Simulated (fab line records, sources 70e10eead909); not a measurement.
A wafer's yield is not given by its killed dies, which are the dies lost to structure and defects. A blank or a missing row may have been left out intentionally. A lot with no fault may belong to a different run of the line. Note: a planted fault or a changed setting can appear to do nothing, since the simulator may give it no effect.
Matching of chambers ; flow nand_harc ; NHARC_A_ZERO_WELL_ETCH_13 on rie_si-02: 4 sister chambers
The step etches the open film in HBr/Cl2, target depth 120 nm, time 40.1 s. 8 wafers are shown with their chamber, then 7 later ones without.

WAFERS, EACH WITH ITS CHAMBER
wafer;chamber;drypump_motor_current_A (A);oes_product_au (a.u.)
L664.2;2;4.9;1.005
L668.1;1;5.8;1.005
L668.2;3;5.7;1.001
L668.6;0;6.0;1.003
L669.2;3;5.7;1.002
L669.3;0;6.0;1.004
L669.4;1;5.9;1.003
L670.3;2;4.9;1.005

WAFERS MISSING THEIR CHAMBER
wafer;drypump_motor_current_A (A);oes_product_au (a.u.)
L670.4;5.9;1.002
L670.6;5.8;1.009
L673.2;6.0;1.010
L673.4;4.9;1.007
L673.6;4.9;1.006
L676.4;5.9;0.986
L676.6;4.9;0.985

WHICH CHAMBER EACH WENT THROUGH
wafer;from the rows above;in truth
L670.4;can't be placed: 1 or 0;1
L670.6;1;1
L673.2;can't be placed: 0 or 1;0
L673.4;2;2
L673.6;2;2
L676.4;can't be placed: 3 or 0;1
L676.6;2;2
Correctly placed: 4 of 7. These rows do not allow placing 3 (true chamber among the candidates in 2). 0 placed wrongly.
How it was worked out, from the rows above alone: a wafer's distance from a chamber is the root of the sum, over the readings, of the square of ((its reading less the chamber's mean) divided by the reading's scatter). The wafer belongs to the nearest chamber; if the next one is less than 2 further off, it can't be placed. Each chamber's mean is taken over the wafers shown for it. The scatter is the square root of a quotient: the sum, over the shown wafers, of each reading's squared deviation from its chamber's mean, divided by wafers minus chambers.
